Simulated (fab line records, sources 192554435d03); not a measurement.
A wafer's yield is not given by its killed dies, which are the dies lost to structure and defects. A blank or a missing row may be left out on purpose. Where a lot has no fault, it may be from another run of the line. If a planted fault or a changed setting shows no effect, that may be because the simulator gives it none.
Split-lot study | flow n5Finfet | 21 wafers read from 7 lots, route of 1938 steps

== ON THE SPLIT ==
At N5_BEOL_M1_COAT_22 (resist thk 30 nm), the setting spinRpm was moved away from the recipe's 1500 rpm on 5 of the 21 wafers read, by -9.1% to +10.8%. The other wafers ran this setting at the recipe's value.

== FROM THE SPLIT TO THE READING: what the file shows between them, 2 steps ==
- N5_BEOL_M1_EBR_24
- N5_BEOL_M1_SOFTBAKE_23: time 60 s

== THE READING ==
CAR-EUV_of_BEOL_M1_COAT_22.thkNm (the simulator's own value, which no gauge read), in nm, at N5_BEOL_M1_DESCUM_33 (chemistry O2, time 7 s). The file gives no usual value for it. The 16 wafers here that ran the recipe average 26.0 nm, standard deviation 0.13 nm.

wafer  | tool, chamber at the split | spinRpm as run, rpm | against the recipe | CAR-EUV_of_BEOL_M1_COAT_22.thkNm, nm | against lot-mates on the recipe
L074.1 | lithoTrack-03, 0           | 1500                | recipe             | 25.8                                 | -
L074.5 | lithoTrack-03, 0           | 1500                | recipe             | 25.8                                 | -
L074.3 | lithoTrack-03, 0           | 1500                | recipe             | 26                                   | -
L075.3 | lithoTrack-01, 0           | 1500                | recipe             | 26                                   | -
L075.4 | lithoTrack-01, 0           | 1500                | recipe             | 26                                   | -
L075.5 | lithoTrack-01, 0           | 1500                | recipe             | 26                                   | -
L079.2 | lithoTrack-02, 0           | 1662                | +10.8%             | 24.6                                 | -1.4
L079.4 | lithoTrack-02, 0           | 1500                | recipe             | 26                                   | -
L079.6 | lithoTrack-02, 0           | 1500                | recipe             | 26                                   | -
L082.2 | lithoTrack-02, 0           | 1500                | recipe             | 26.2                                 | -
L082.6 | lithoTrack-02, 0           | 1500                | recipe             | 26.2                                 | -
L082.5 | lithoTrack-02, 0           | 1363                | -9.1%              | 27.4                                 | +1.2
L086.2 | lithoTrack-02, 0           | 1500                | recipe             | 26.2                                 | -
L086.4 | lithoTrack-02, 0           | 1500                | recipe             | 26                                   | -
L086.6 | lithoTrack-02, 0           | 1549                | +3.3%              | 25.8                                 | -0.3
L091.1 | lithoTrack-03, 0           | 1449                | -3.4%              | 26.6                                 | +0.4
L091.3 | lithoTrack-03, 0           | 1449                | -3.4%              | 26.6                                 | +0.4
L091.4 | lithoTrack-03, 0           | 1500                | recipe             | 26.2                                 | -
L092.2 | lithoTrack-02, 0           | 1500                | recipe             | 26                                   | -
L092.6 | lithoTrack-02, 0           | 1500                | recipe             | 26                                   | -
L092.3 | lithoTrack-02, 0           | 1500                | recipe             | 25.8                                 | -

THE FIT
A straight line over all 21 wafers: CAR-EUV_of_BEOL_M1_COAT_22.thkNm changes by -0.139 nm for each +1% of spinRpm; r = -0.96; the points scatter about the line by 0.14 nm.
The same after taking each lot's own level away (the mean of its wafers on the recipe; 21 wafers): -0.127 nm for each +1%; r = -0.99; scatter 0.069 nm.
That fit puts the effect of the largest move of spinRpm on the reading at 1.4 nm.
From 25.87 to 26.20 nm: that is the span of the lots' own levels, equal to 2.5 times the standard deviation above.
The two slopes agree, so the slope changes little with the lot-to-lot level.
Check: for one of the wafers moved furthest among these (+10.8%), held out of the fit, the line's prediction against its lot-mates is -1.34 nm. It came out at -1.4 nm against them.

== OTHER SPLITS APPLIED TO THESE WAFERS ==
Other splits were also applied to these wafers ahead of the reading. Each is held against what the fit with the lots' levels taken away leaves over:
other split on the same wafers | wafers away from the commonest value | r with CAR-EUV_of_BEOL_M1_COAT_22.thkNm (lot level and that fit taken away)
N5_BEOL_M0_ETCH_128 sourceW    | 10                                   | -0.11
N5_BEOL_M0_ETCH_109 biasW      | 8                                    | -0.35

== THE WHOLE CHAIN: every reading that the file lists as answering this split, in the file's order ==
step                 | what it does           | reading                                                                           | change (the file's fit)               | r (the file's)
N5_BEOL_M1_COAT_22   | resist thk 30 nm       | CAR-EUV_of_BEOL_M1_COAT_22.thkNm (the simulator's own value, which no gauge read) | -0.142 nm for each +1% of the setting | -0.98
N5_BEOL_M1_DESCUM_33 | chemistry O2, time 7 s | CAR-EUV_of_BEOL_M1_COAT_22.thkNm (the simulator's own value, which no gauge read) | -0.128 nm for each +1% of the setting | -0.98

== FILE'S OWN FIT ==
CAR-EUV_of_BEOL_M1_COAT_22.thkNm changes by -0.128 nm for each +1% of spinRpm, r = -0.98.
